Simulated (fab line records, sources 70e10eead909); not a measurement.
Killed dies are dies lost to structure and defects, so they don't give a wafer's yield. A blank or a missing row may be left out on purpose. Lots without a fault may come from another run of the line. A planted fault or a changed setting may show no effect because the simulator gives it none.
fab line records | flow nand_harc
record lots=11 wafers=33 last_day=34
route steps=1302 shown P_BONDPAD@369 END@1302
lots that met no fault: from a run of the same line without faults
start_h: hours from the record's first day to the start of the lot's first wafer shown | wait_h: hours since the lot's step before | " the same as in the row above | L1.1+2: a row that stands for several wafers | - no value, or no start given | * or withheld: withheld | < > ~ a bound
route shown NAME@n: a module of which the file shows steps, and the number in the route of the first | usual: mean/standard deviation of fault-free wafers | same: alike in all rows | chamber/n: place in a boat | sites: the reading at each site | _std_site: their standard deviation | _edge_site: outer sites' mean less inner sites' | radius_mm: how far each site lies from the wafer's centre | mask NAME#n: copy n | behind: the tool/chamber that last shaped the wafer | hold: why the lot was held/for how many hours/how that ended | device: the transistor (n, p or np) that didn't switch | end of line: the same wafers' tests at the end of the route | a step without rows: its recipe alone | killed: dies lost to structure and defects at the first sort, not the wafer's yield | map: a wafer's dies, x killed, . not, _ none there
set.NAME: the setting as run; set.NAME@STEP: as run at that earlier step | model.NAME: the simulator's own value behind a step, which no gauge read
steps of the route over a sample of lots; a table a step, a row a wafer
services: from which hour (start_h, from the record's first day; less than 0 if before it) a tool's chamber was out of use, for how many hours, and why
## steps
# step NHARC_P_BONDPAD_ETCH_12
# recipe target_depth_a=2000 time_s=100 chf3_flow_sccm=50 o2_flow_sccm=10 ar_flow_sccm=200 rf_w=500 bias_w=200 chemistry=CHF3/O2
# usual drypump_motor_current_A=5.6/0.56 oes_product_au=0.938/0.02 rf_vpp_V=370.6/2.3 run_length_s=121.2/0.4 showerhead_plenum_p_Torr=2.40/0.094 throttle_valve_pct=20.572/0.0088
# same time_s=100
# columns lot.wafer tool chamber start_h wait_h drypump_motor_current_A oes_product_au rf_hours_counter_h rf_vpp_V run_length_s showerhead_plenum_p_Torr throttle_valve_pct
L639.2 rie_diel-02 1 - - 4.9 0.930 2.6 370.2 121.7 2.42 20.588
L639.1 " 2 " " 5.4 0.915 2.4 371.8 121.5 2.52 20.567
L639.4 " 3 " " 6.6 0.922 2.5 372.1 121.1 2.44 20.564
L641.2 rie_diel-02 2 - - 5.3 0.924 2.6 373.5 120.7 2.52 20.562
L641.1 " 0 " " 5.4 0.928 2.8 369.9 121.1 2.37 20.569
L641.3 " 1 " " 4.9 0.936 2.8 371.7 121.6 2.42 20.574
L644.1 rie_diel-10 0 - - 5.4 0.917 6.9 369.1 121.7 2.40 20.572
L644.2 " 1 " " 6.3 0.927 6.9 370.3 120.4 2.44 20.579
L644.4 " 2 " " 6.4 0.921 - 369.1 120.6 2.30 20.570
L645.2 rie_diel-02 3 - - 6.6 0.959 3.5 372.1 121.4 2.44 20.581
L645.3 " 0 " " 5.4 0.961 3.6 368.7 121.4 2.37 20.584
L645.6 " 0 " " 5.4 0.980 - 370.9 121.2 2.37 20.575
L648.2 rie_diel-10 2 - - 6.4 0.932 9.2 368.8 120.8 2.30 20.579
L648.6 " 2 " " 6.4 0.925 - 369.6 120.8 2.30 20.580
L648.4 " 0 " " 5.4 0.924 - 370.5 121.3 2.40 20.578
L652.3 rie_diel-12 0 - - 5.2 0.976 0.2 367.1 121.0 2.24 20.561
L652.2 " 2 " " 5.9 0.967 0.4 365.8 121.6 2.29 20.556
L652.6 " 3 " " 5.9 0.982 - 369.1 121.3 2.30 20.564
L656.1 rie_diel-12 0 - - 5.2 0.962 2.9 367.7 121.1 2.24 20.572
L656.5 " 1 " " 5.3 0.963 - 373.5 121.6 2.56 20.558
L656.6 " 2 " " 5.9 0.981 - 367.8 121.0 2.29 20.574
L658.3 rie_diel-12 3 - - 5.9 0.933 4.4 369.0 121.0 2.30 20.574
L658.4 " 0 " " 5.2 0.936 4.4 367.4 120.9 2.24 20.584
L658.5 " 3 " " 5.9 0.929 - 369.1 121.6 2.30 20.581
L660.4 rie_diel-12 0 - - 5.2 0.941 5.2 365.6 120.9 2.24 20.592
L660.3 " 2 " " 5.9 0.932 5.0 368.8 121.2 2.28 20.569
L660.5 " 3 " " 5.9 0.925 - 367.8 121.6 2.29 20.574
L659.4 rie_diel-10 0 - - 5.4 0.912 5.8 370.2 121.8 2.40 20.585
L659.1 " 2 " " 6.4 0.930 7.5 366.5 120.6 2.30 20.573
L659.5 " 0 " " 5.4 0.917 - 371.7 121.3 2.40 20.570
L661.4 rie_diel-02 0 - - 5.4 0.923 3.6 368.9 121.3 2.37 20.572
L661.1 " 2 " " 5.3 0.932 4.4 374.2 120.8 2.52 20.556
L661.5 " 3 " " 6.6 0.920 - 372.9 121.1 2.43 20.573
# step NHARC_P_BONDPAD_CD_MEAS_13
# usual cd_nm=499.8/1.7
# columns lot.wafer tool chamber start_h wait_h cd_nm
L639.1 cd_sem-03 - 157.44 - 500.1
L639.2 " - " " 497.1
L639.4 " - " " 499.9
L641.1 cd_sem-03 - 165.50 - 500.9
L641.2 " - " " 501.4
L641.3 " - " " 500.6
L644.1 cd_sem-02 - 193.69 - 500.2
L644.2 " - " " 500.4
L644.4 " - " " 499.7
L645.2 cd_sem-02 - 210.86 - 502.4
L645.3 " - " " 503.0
L645.6 " - " " 504.0
L648.2 cd_sem-03 - 238.54 - 501.1
L648.4 " - " " 498.8
L648.6 " - " " 499.3
L652.2 cd_sem-03 - 282.87 - 500.7
L652.3 " - " " 501.9
L652.6 " - " " 501.7
L656.1 cd_sem-01 - 313.90 - 500.3
L656.5 " - " " 500.0
L656.6 " - " " 500.7
L658.3 cd_sem-01 - 339.50 - 501.2
L658.4 " - " " 500.1
L658.5 " - " " 502.2
L660.3 cd_sem-02 - 353.38 - 501.6
L660.4 " - " " 500.5
L660.5 " - " " 500.4
L659.1 cd_sem-03 - 354.20 - 498.1
L659.4 " - " " 500.2
L659.5 " - " " 498.7
L661.1 cd_sem-03 - 364.03 - 500.6
L661.4 " - " " 500.3
L661.5 " - " " 498.8
# step NHARC_P_BONDPAD_ETCH_24
# recipe target_depth_a=300 over_etch_frac=0.3 time_s=72.99 ion_energy_ev=150 cf4_flow_sccm=50 n2_flow_sccm=100 ar_flow_sccm=150 rf_w=300 bias_w=100 chemistry=CF4/N2
# usual cf4_flow_sccm=50.00/0.15 drypump_motor_current_A=5.7/0.54 oes_product_au=1.000/0.0078 rf_vpp_V=314.0/2 run_length_s=94.2/0.38 showerhead_plenum_p_Torr=2.61/0.11 throttle_valve_pct=19.794/0.01
# columns lot.wafer tool chamber start_h wait_h cf4_flow_sccm drypump_motor_current_A oes_product_au rf_hours_counter_h rf_vpp_V run_length_s showerhead_plenum_p_Torr throttle_valve_pct
L639.1 rie_diel-12 3 157.67 - 50.07 5.9 0.989 3.2 312.5 94.2 2.51 19.798
L639.2 " 0 " " 50.08 5.2 1.005 3.2 311.7 94.2 2.45 19.792
L639.4 " 1 " " 49.83 5.3 0.991 2.3 316.6 94.7 2.80 19.785
L641.1 rie_diel-12 2 165.76 0.1 49.99 5.9 1.010 3.0 313.8 94.4 2.50 19.795
L641.2 " 3 " " 50.01 5.9 1.006 3.3 312.0 94.1 2.51 19.802
L641.3 " 0 " " 49.93 5.2 1.005 3.4 311.8 94.3 2.45 19.789
L644.1 rie_diel-02 3 193.92 - 49.90 6.6 0.991 3.1 315.3 94.1 2.66 19.795
L644.2 " 1 " " 50.08 4.9 1.008 3.2 312.6 94.7 2.64 19.805
L644.4 " 2 " " 49.86 5.3 1.000 3.1 316.7 93.9 2.76 19.799
L645.3 rie_diel-10 0 211.12 0.2 49.79 5.4 1.011 7.4 314.9 94.7 2.63 19.795
L645.2 " 1 " " 50.12 6.3 1.013 7.2 316.8 93.7 2.67 19.797
L645.6 " 0 " " 50.19 5.4 0.993 - 313.7 94.6 2.63 19.799
L648.2 rie_diel-10 2 238.81 0.1 49.82 6.4 0.994 9.3 312.8 93.5 2.52 19.798
L648.6 " 1 " " 49.91 6.3 1.002 - 315.8 93.5 2.67 19.783
L648.4 " 2 " " 49.91 6.4 0.998 - 311.1 93.6 2.52 19.796
L652.2 rie_diel-10 3 283.10 - 50.09 5.1 0.993 1.1 317.7 102.5 2.81 19.813
L652.3 " 1 " " 49.87 6.3 0.999 2.9 316.4 101.9 2.67 19.809
L652.6 " 3 " " 50.03 5.2 1.003 - 318.3 102.8 2.81 19.805
L656.1 rie_diel-10 2 314.13 - 49.95 6.4 1.002 3.9 314.6 102.2 2.51 19.775
L656.5 " 1 " " 49.91 6.3 1.011 - 315.3 101.8 2.67 19.791
L656.6 " 2 " " 50.06 6.4 1.006 - 312.2 101.9 2.51 19.804
L658.4 rie_diel-02 1 339.72 - 49.95 4.9 0.988 3.2 313.4 94.7 2.64 19.782
L658.3 " 3 " " 49.78 6.6 0.997 3.9 315.3 94.3 2.66 19.785
L658.5 " 0 " " 50.22 5.4 0.985 - 312.8 94.1 2.59 19.784
L660.3 rie_diel-12 0 353.60 - 49.85 5.2 1.014 5.3 310.7 93.9 2.45 19.800
L660.4 " 2 " " 49.69 5.8 0.992 5.0 314.4 94.1 2.50 19.781
L660.5 " 1 " " 49.84 5.3 1.001 - 316.0 94.8 2.80 19.795
L659.1 rie_diel-12 0 354.42 - 50.35 5.2 1.013 5.3 311.9 94.2 2.45 19.796
L659.4 " 1 " " 50.11 5.3 1.007 5.1 317.8 94.8 2.80 19.803
L659.5 " 1 " " 49.93 5.3 1.000 - 316.3 94.9 2.80 19.801
L661.1 rie_diel-02 1 364.26 - 50.25 4.8 0.994 4.1 313.4 94.5 2.64 19.791
L661.4 " 2 " " 49.76 5.3 0.984 4.5 315.9 94.2 2.75 19.782
L661.5 " 2 " " 49.83 5.3 0.982 - 316.0 94.4 2.75 19.790
# step NHARC_P_BONDPAD_CMP_19
# recipe t_overpolish_s=30 cu_recess_touch_s=16 target_thk_nm=160.81
# usual motor_current_A=12.0/0.78 overpolish_run_s=30.001/0.0086
# same cu_recess_touch_s=16
# columns lot.wafer tool chamber start_h wait_h motor_current_A overpolish_run_s
L639.4 cmp-03 2 159.15 - 10.6 30.012
L639.2 " 0 " " 11.6 29.995
L639.1 " 1 " " 13.0 29.987
L641.3 cmp-01 1 167.52 - 12.0 29.992
L641.1 " 2 " " 11.2 29.990
L641.2 " 3 " " 11.7 29.998
L644.2 cmp-03 1 195.42 - 12.7 29.992
L644.4 " 3 " " 12.6 29.998
L644.1 " 0 " " 11.2 29.979
L645.3 cmp-01 2 212.66 - 11.6 29.992
L645.2 " 3 " " 11.6 29.995
L645.6 " 0 " " 13.6 29.994
L648.4 cmp-01 1 240.39 - 12.1 30.001
L648.2 " 3 " " 11.7 30.008
L648.6 " 0 " " 13.0 29.986
L652.2 cmp-02 1 284.57 - 11.2 30.010
L652.3 " 3 " " 13.3 30.004
L652.6 " 2 " " 12.7 29.993
L656.1 cmp-03 0 315.64 - 10.7 30.001
L656.6 " 3 " " 13.3 30.007
L656.5 " 0 " " 10.8 29.997
L658.4 cmp-02 1 341.20 - 10.9 29.997
L658.3 " 0 " " 11.8 30.001
L658.5 " 2 " " 12.8 30.005
L660.4 cmp-03 0 355.14 - 11.0 30.008
L660.3 " 1 " " 12.6 30.008
L660.5 " 3 " " 13.0 30.006
L659.1 cmp-01 2 355.90 - 11.0 30.001
L659.4 " 1 " " 12.2 30.013
L659.5 " 2 " " 12.1 29.997
L661.1 cmp-02 0 365.73 - 11.5 29.989
L661.4 " 1 " " 11.7 29.989
L661.5 " 0 " " 11.6 29.996
# step NHARC_END_SORT_01
# recipe temp_c=25
# usual defect_limited_yield=91.6/2.6 killed_at_array=52/17 killed_at_other=0.8/1.1 killed_at_periphery=3.2/2.2 killed_dies=57/17 killed_open=3.4/1.8 killed_short=2.4/1.6 sort_bin_2_pct=2.9/1.1 sort_bin_3_pct=0.6/0.38 sort_bin_4_pct=4.8/1.5 sort_n_pass=620/17 sort_rim_yield_pct=92/4.9 sort_yield_pct=91.6/2.6
# same gross_dies=677 sort_bin_5_pct[%]=0 sort_bin_6_pct[%]=0 sort_bin_7_pct[%]=0 sort_bin_8_pct[%]=0 sort_rim_n_gross=106.00
# columns lot.wafer tool chamber start_h wait_h defect_limited_yield[%] killed_at_array killed_at_other killed_at_periphery killed_dies killed_open killed_short sort_bin_2_pct[%] sort_bin_3_pct[%] sort_bin_4_pct[%] sort_n_pass sort_rim_yield_pct[%] sort_yield_pct[%]
L639.1 prober-01 0 565.62 2.5 88.6 72 1 4 77 4 1 4.9 0.4 6.1 600 87 88.6
L639.2 prober-01 0 566.42 2.8 88.5 72 1 5 78 3 0 4.7 1.2 5.6 599 88 88.5
L639.4 prober-01 0 568.02 3.4 90.1 64 0 3 67 2 3 4.0 1.3 4.6 610 93 90.1
L641.1 prober-01 0 585.80 2.5 93.5 44 0 0 44 3 2 2.7 0.4 3.4 633 98 93.5
L641.2 prober-01 0 586.60 2.8 93.9 38 0 3 41 4 2 2.4 0.1 3.5 636 88 93.9
L641.3 prober-01 0 587.40 3.1 93.5 43 0 1 44 2 5 3.0 0.1 3.4 633 97 93.5
L644.1 prober-02 0 619.43 2.5 90.4 60 1 4 65 6 4 3.4 0.4 5.8 612 92 90.4
L644.2 prober-02 0 620.23 2.8 91.4 55 0 3 58 4 3 3.4 0.4 4.7 619 91 91.4
L644.4 prober-02 0 621.82 3.4 93.1 44 1 2 47 4 1 2.1 0.6 4.3 630 91 93.1
L645.2 prober-02 0 632.39 2.8 94.4 35 0 3 38 2 2 2.1 0.1 3.4 639 89 94.4
L645.3 prober-02 0 633.19 3.1 93.4 40 0 5 45 2 1 2.4 0 4.3 632 92 93.4
L645.6 prober-02 0 635.57 4.0 92.9 44 0 4 48 0 4 1.8 0.7 4.6 629 96 92.9
L648.2 prober-02 0 656.48 2.8 97.5 15 0 2 17 2 1 1.0 0.1 1.3 660 98 97.5
L648.4 prober-02 0 658.08 3.4 95.7 24 1 4 29 6 0 1.0 0.4 2.8 648 95 95.7
L648.6 prober-02 0 659.67 4.0 96.0 24 2 1 27 1 1 1.8 0.3 1.9 650 93 96.0
L652.2 prober-02 0 703.16 2.8 93.4 39 1 5 45 2 2 2.1 0.3 4.3 632 89 93.4
L652.3 prober-02 0 703.96 3.1 92.2 49 1 3 53 1 3 2.1 0.9 4.9 624 91 92.2
L652.6 prober-02 0 706.37 4.0 92.3 43 1 8 52 5 3 3.4 1.2 3.1 625 99 92.3
L656.1 prober-02 0 742.24 2.5 87.1 81 0 6 87 2 3 5.5 1.2 6.2 590 87 87.1
L656.5 prober-02 0 745.44 3.7 89.1 66 3 5 74 5 5 3.7 1.5 5.8 603 82 89.1
L656.6 prober-02 0 746.24 4.0 86.9 83 0 6 89 5 1 5.3 1.2 6.6 588 97 86.9
L658.3 prober-02 0 766.82 3.1 93.9 41 0 0 41 5 3 2.2 0.4 3.4 636 92 93.9
L658.4 prober-02 0 767.61 3.4 91.4 52 2 4 58 4 2 2.7 0.9 5.0 619 94 91.4
L658.5 prober-02 0 768.39 3.6 91.9 53 1 1 55 5 0 2.7 1.0 4.4 622 99 91.9
L659.1 prober-02 0 782.36 2.5 93.8 38 0 4 42 4 3 1.5 0 4.7 635 92 93.8
L659.4 prober-02 0 784.75 3.4 95.3 30 0 2 32 3 3 2.1 0.3 2.4 645 89 95.3
L659.5 prober-02 0 785.55 3.7 94.7 31 1 4 36 5 3 1.9 0.4 3.0 641 94 94.7
L660.3 prober-01 0 794.41 3.1 90.5 62 0 2 64 4 5 3.5 0.9 5.0 613 91 90.5
L660.4 prober-01 0 795.21 3.4 90.8 58 1 3 62 3 1 3.8 0.9 4.4 615 92 90.8
L660.5 prober-01 0 796.01 3.7 90.0 64 0 4 68 2 1 2.8 1.0 6.2 609 95 90.0
L661.1 prober-02 0 803.35 2.5 92.5 43 0 8 51 2 1 1.6 0.7 5.2 626 92 92.5
L661.4 prober-02 0 805.71 3.4 93.9 40 0 1 41 3 2 1.6 0.3 4.1 636 88 93.9
L661.5 prober-02 0 806.50 3.6 91.7 49 0 7 56 4 3 3.4 0.4 4.4 621 85 91.7
# killed by level:class
L639.1 A_CHANNEL_HOLE_D1:chamber_film_flake=35 A_CHANNEL_HOLE_D2:chamber_film_flake=19 A_CONTACT:chamber_film_flake=7 A_STAIRCASE:chamber_film_flake=5 P_M2:chamber_film_flake=2 P_M1:geometric_particle:open=1 A_ONON_D2:geometric_particle:open=1 A_SGD_CUT:geometric_particle:short=1
L639.2 A_CHANNEL_HOLE_D2:chamber_film_flake=31 A_CHANNEL_HOLE_D1:chamber_film_flake=23 A_STAIRCASE:chamber_film_flake=5 A_CONTACT:chamber_film_flake=5 A_ZERO_WELL:chamber_film_flake=4 P_STI:chamber_film_flake=2 P_GATE:geometric_particle:open=1 A_ONON_D2:geometric_particle:open=1
L639.4 A_CHANNEL_HOLE_D1:chamber_film_flake=23 A_CHANNEL_HOLE_D2:chamber_film_flake=22 A_CONTACT:chamber_film_flake=8 A_WL_FILL:chamber_film_flake=3 P_BONDPAD:geometric_particle:open=1 A_SOURCE_PLATE:geometric_particle:short=1 A_ONON_D1:geometric_particle:open=1 A_DECK1_JOINT:geometric_particle:short=1
L641.1 A_CHANNEL_HOLE_D2:chamber_film_flake=29 A_CHANNEL_HOLE_D1:chamber_film_flake=3 A_CHANNEL_FILL_D2:chamber_film_flake=3 A_ONON_D1:geometric_particle:open=1 A_ONON_D2:geometric_particle:short=1 A_CHANNEL_FILL_D2:geometric_particle:open=1 A_CONTACT:geometric_particle:short=1 A_M0:geometric_particle:open=1
L641.2 A_CHANNEL_HOLE_D2:chamber_film_flake=25 A_DECK1_JOINT:chamber_film_flake=3 A_WL_FILL:geometric_particle:short=2 P_ZERO_WELL:chamber_film_flake=2 A_CONTACT:chamber_film_flake=2 P_M0:geometric_particle:open=1 A_ONON_D1:geometric_particle:open=1 A_CHANNEL_FILL_D1:geometric_particle:open=1
L641.3 A_CHANNEL_HOLE_D2:chamber_film_flake=30 A_CHANNEL_FILL_D2:chamber_film_flake=3 A_CONTACT:chamber_film_flake=3 A_CHANNEL_HOLE_D1:geometric_particle:short=2 P_M0:geometric_particle:short=1 A_CHANNEL_HOLE_D1:geometric_particle:open=1 A_WL_FILL:geometric_particle:short=1 A_M0:geometric_particle:open=1
L644.1 A_CHANNEL_HOLE_D1:chamber_film_flake=30 A_CHANNEL_HOLE_D2:chamber_film_flake=13 A_SLIT:chamber_film_flake=4 A_CONTACT:chamber_film_flake=3 A_ONON_D1:geometric_particle:open=2 A_M0:geometric_particle:open=2 P_GATE:geometric_particle:short=1 P_CONTACT:geometric_particle:short=1
L644.2 A_CHANNEL_HOLE_D1:chamber_film_flake=25 A_CHANNEL_HOLE_D2:chamber_film_flake=16 A_SLIT:chamber_film_flake=4 A_CONTACT:chamber_film_flake=3 A_CHANNEL_FILL_D1:geometric_particle:short=2 P_GATE:geometric_particle:open=1 P_M0:geometric_particle:open=1 A_ONON_D1:geometric_particle:open=1
L644.4 A_CHANNEL_HOLE_D1:chamber_film_flake=22 A_CHANNEL_HOLE_D2:chamber_film_flake=7 A_CONTACT:chamber_film_flake=5 A_M1:geometric_particle:open=3 A_ZERO_WELL:chamber_film_flake=2 A_CHANNEL_FILL_D1:geometric_particle:open=1 A_CHANNEL_FILL_D2:geometric_particle:short=1 P_ZERO_WELL:chamber_film_flake=1
L645.2 A_CHANNEL_HOLE_D2:chamber_film_flake=24 A_CHANNEL_HOLE_D1:chamber_film_flake=2 A_CHANNEL_FILL_D1:chamber_film_flake=2 A_ONON_D2:geometric_particle:short=1 A_ONON_D2:geometric_particle:open=1 A_WL_FILL:geometric_particle:short=1 A_CONTACT:geometric_particle:open=1 P_STI:chamber_film_flake=1
L645.3 A_CHANNEL_HOLE_D2:chamber_film_flake=24 A_CHANNEL_HOLE_D1:chamber_film_flake=7 A_CONTACT:chamber_film_flake=4 P_GATE:chamber_film_flake=2 A_STAIRCASE:chamber_film_flake=2 P_CONTACT:geometric_particle:open=1 A_CHANNEL_FILL_D1:geometric_particle:open=1 A_WL_FILL:geometric_particle:short=1
L645.6 A_CHANNEL_HOLE_D2:chamber_film_flake=33 A_CONTACT:chamber_film_flake=4 P_GATE:chamber_film_flake=3 A_WL_FILL:geometric_particle:short=2 A_STAIRCASE:chamber_film_flake=2 A_CHANNEL_FILL_D1:geometric_particle:short=1 A_M0:geometric_particle:short=1 P_M0:chamber_film_flake=1
L648.2 A_CONTACT:chamber_film_flake=8 A_CHANNEL_HOLE_D1:chamber_film_flake=2 P_M2:geometric_particle:open=1 A_CHANNEL_FILL_D1:geometric_particle:short=1 A_CHANNEL_FILL_D2:geometric_particle:open=1 P_STI:chamber_film_flake=1 A_CHANNEL_HOLE_D2:unspecified=1 A_CHANNEL_FILL_D2:chamber_film_flake=1
L648.4 A_CHANNEL_HOLE_D1:chamber_film_flake=5 A_CONTACT:chamber_film_flake=5 A_SLIT:chamber_film_flake=3 A_WL_FILL:geometric_particle:open=2 A_CHANNEL_HOLE_D2:unspecified=2 A_CHANNEL_HOLE_D2:chamber_film_flake=2 A_CHANNEL_FILL_D2:chamber_film_flake=2 P_M2:geometric_particle:open=1
L648.6 A_CHANNEL_HOLE_D1:chamber_film_flake=6 A_CONTACT:chamber_film_flake=5 A_CHANNEL_HOLE_D2:unspecified=4 A_ZERO_WELL:chamber_film_flake=2 A_SLIT:chamber_film_flake=2 THIN_TSV:chamber_film_flake=2 A_SGD_CUT:geometric_particle:short=1 A_M0:geometric_particle:open=1
L652.2 A_CHANNEL_HOLE_D1:chamber_film_flake=21 A_CONTACT:chamber_film_flake=6 P_GATE:chamber_film_flake=4 A_WL_FILL:chamber_film_flake=3 A_STAIRCASE:chamber_film_flake=2 A_SLIT:chamber_film_flake=2 P_CONTACT:geometric_particle:short=1 A_SOURCE_PLATE:geometric_particle:short=1
L652.3 A_CHANNEL_HOLE_D1:chamber_film_flake=28 A_CONTACT:chamber_film_flake=10 A_SLIT:chamber_film_flake=6 P_GATE:chamber_film_flake=3 A_ONON_D1:geometric_particle:open=1 A_DECK1_JOINT:geometric_particle:short=1 A_CHANNEL_FILL_D2:geometric_particle:short=1 A_WL_FILL:geometric_particle:short=1
L652.6 A_CHANNEL_HOLE_D1:chamber_film_flake=29 P_GATE:chamber_film_flake=5 A_SLIT:chamber_film_flake=4 A_CONTACT:chamber_film_flake=3 P_CONTACT:geometric_particle:open=2 A_ONON_D1:geometric_particle:short=2 A_STAIRCASE:chamber_film_flake=2 P_GATE:geometric_particle:open=1
L656.1 A_CHANNEL_HOLE_D1:chamber_film_flake=33 A_SLIT:chamber_film_flake=21 A_CHANNEL_HOLE_D2:chamber_film_flake=14 A_WL_FILL:chamber_film_flake=7 P_M1:chamber_film_flake=3 A_M0:geometric_particle:short=2 P_M1:geometric_particle:open=1 A_CHANNEL_FILL_D1:geometric_particle:short=1
L656.5 A_SLIT:chamber_film_flake=21 A_CHANNEL_HOLE_D1:chamber_film_flake=19 A_CHANNEL_HOLE_D2:chamber_film_flake=9 P_M1:chamber_film_flake=4 A_WL_FILL:chamber_film_flake=3 THIN_TSV:chamber_film_flake=3 A_CHANNEL_FILL_D2:geometric_particle:short=2 A_WL_FILL:geometric_particle:short=2
L656.6 A_CHANNEL_HOLE_D1:chamber_film_flake=32 A_SLIT:chamber_film_flake=26 A_CHANNEL_HOLE_D2:chamber_film_flake=10 P_M1:chamber_film_flake=4 A_STAIRCASE:chamber_film_flake=4 A_WL_FILL:chamber_film_flake=3 A_CONTACT:chamber_film_flake=2 P_CONTACT:geometric_particle:short=1
L658.3 A_SLIT:chamber_film_flake=21 A_CHANNEL_HOLE_D1:chamber_film_flake=10 A_WL_FILL:geometric_particle:open=2 A_CONTACT:chamber_film_flake=2 A_CHANNEL_FILL_D1:geometric_particle:short=1 A_CHANNEL_FILL_D2:geometric_particle:short=1 A_CHANNEL_FILL_D2:geometric_particle:open=1 A_SGD_CUT:geometric_particle:open=1
L658.4 A_SLIT:chamber_film_flake=40 A_CHANNEL_HOLE_D1:chamber_film_flake=8 A_CONTACT:chamber_film_flake=2 P_STI:geometric_particle:open=1 P_GATE:geometric_particle:open=1 P_CONTACT:geometric_particle:open=1 A_CHANNEL_FILL_D1:geometric_particle:short=1 A_M0:geometric_particle:short=1
L658.5 A_SLIT:chamber_film_flake=32 A_CHANNEL_HOLE_D1:chamber_film_flake=11 A_CONTACT:chamber_film_flake=5 P_CONTACT:geometric_particle:open=1 A_DECK1_JOINT:geometric_particle:open=1 A_CHANNEL_FILL_D2:geometric_particle:open=1 A_WL_FILL:geometric_particle:open=1 A_M1:geometric_particle:open=1
L659.1 A_CHANNEL_HOLE_D1:chamber_film_flake=12 A_SLIT:chamber_film_flake=6 A_M0:chamber_film_flake=5 A_STAIRCASE:chamber_film_flake=4 A_CONTACT:chamber_film_flake=3 A_CHANNEL_FILL_D1:geometric_particle:open=2 P_STI:chamber_film_flake=2 P_CONTACT:geometric_particle:open=1
L659.4 A_CHANNEL_HOLE_D1:chamber_film_flake=13 A_SLIT:chamber_film_flake=5 A_M0:chamber_film_flake=3 A_CHANNEL_FILL_D1:geometric_particle:short=2 A_CHANNEL_HOLE_D2:chamber_film_flake=2 P_CONTACT:geometric_particle:open=1 P_M2:geometric_particle:short=1 A_CHANNEL_FILL_D1:geometric_particle:open=1
L659.5 A_CHANNEL_HOLE_D1:chamber_film_flake=13 A_SLIT:chamber_film_flake=9 A_M0:chamber_film_flake=3 A_WL_FILL:geometric_particle:open=2 P_GATE:geometric_particle:open=1 P_M1:geometric_particle:short=1 A_ONON_D1:geometric_particle:open=1 A_ONON_D2:geometric_particle:open=1
L660.3 A_SLIT:chamber_film_flake=24 A_CHANNEL_HOLE_D2:chamber_film_flake=20 A_CONTACT:chamber_film_flake=3 A_CHANNEL_HOLE_D1:chamber_film_flake=2 A_DECK1_JOINT:chamber_film_flake=2 A_STAIRCASE:chamber_film_flake=2 A_WL_FILL:chamber_film_flake=2 P_M0:geometric_particle:open=1
L660.4 A_SLIT:chamber_film_flake=31 A_CHANNEL_HOLE_D2:chamber_film_flake=19 A_CONTACT:chamber_film_flake=3 P_CONTACT:geometric_particle:open=1 P_M0:geometric_particle:open=1 A_SOURCE_PLATE:geometric_particle:short=1 A_ONON_D1:geometric_particle:open=1 P_ZERO_WELL:chamber_film_flake=1
L660.5 A_SLIT:chamber_film_flake=36 A_CHANNEL_HOLE_D2:chamber_film_flake=17 A_CONTACT:chamber_film_flake=6 P_M0:chamber_film_flake=2 P_CONTACT:geometric_particle:open=1 A_CHANNEL_FILL_D1:geometric_particle:short=1 A_CONTACT:geometric_particle:open=1 P_ZERO_WELL:chamber_film_flake=1
L661.1 A_CHANNEL_HOLE_D2:chamber_film_flake=21 A_SLIT:chamber_film_flake=12 A_CONTACT:chamber_film_flake=5 P_ZERO_WELL:chamber_film_flake=2 P_STI:chamber_film_flake=2 P_M2:chamber_film_flake=2 P_GATE:geometric_particle:open=1 A_CHANNEL_FILL_D2:geometric_particle:open=1
L661.4 A_CHANNEL_HOLE_D2:chamber_film_flake=20 A_SLIT:chamber_film_flake=7 A_CONTACT:chamber_film_flake=3 A_STAIRCASE:chamber_film_flake=2 P_M0:geometric_particle:open=1 A_CHANNEL_HOLE_D1:geometric_particle:short=1 A_DECK1_JOINT:geometric_particle:short=1 A_ONON_D2:geometric_particle:open=1
L661.5 A_CHANNEL_HOLE_D2:chamber_film_flake=20 A_CONTACT:chamber_film_flake=11 A_SLIT:chamber_film_flake=9 P_M2:chamber_film_flake=3 P_STI:chamber_film_flake=2 A_CHANNEL_HOLE_D1:chamber_film_flake=2 P_CONTACT:geometric_particle:open=1 P_M0:geometric_particle:short=1
## services
# columns tool chamber start_h hours kind
cmp-03 - 136.15 0.7 repair
rie_diel-10 3 140.09 128.0 repair
rie_diel-12 1 143.56 7.6 repair
cmp-03 - 162.06 4.0 pm
rie_diel-12 1 165.33 30.3 repair
rie_diel-02 2 174.18 7.8 repair
cmp-01 - 185.52 4.0 pm
rie_diel-10 1 196.41 7.7 repair
rie_diel-12 1 209.77 32.7 repair
rie_diel-02 - 216.70 9.0 pm
cmp-01 - 236.51 0.7 repair
rie_diel-10 - 243.62 9.0 pm
cmp-03 - 244.55 9.8 repair
cmp-01 - 246.32 1.9 repair
rie_diel-02 0 247.03 18.9 repair
cmp-03 - 260.06 4.0 pm
rie_diel-12 - 268.42 9.0 pm
cmp-01 - 273.04 1.2 repair
rie_diel-02 3 276.56 3.8 repair
cmp-01 - 283.52 4.0 pm
cmp-03 - 288.11 6.7 repair
cmp-03 - 299.89 0.6 repair
rie_diel-10 3 343.77 7.8 repair
cmp-03 - 358.06 4.0 pm
## key
first_sign step=NHARC_P_BONDPAD_ETCH_24 reading=run_length_s direction=up sigmas=21 usual=* struck=*
effect none on later readings
met_at NHARC_P_BONDPAD_ETCH_24
struck_lots L652,L656
not_acting_at NHARC_P_BONDPAD_ETCH_12,NHARC_P_BONDPAD_CD_MEAS_13,NHARC_P_BONDPAD_CMP_19
onset_between 238.81 283.10
fault kind=process_parameter_drift tool=rie_diel-10 chamber=- onset_h=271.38 steps=NHARC_P_BONDPAD_ETCH_24 channel=time_s offset=* shape=step end_h=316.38 acts_in=* stated=*
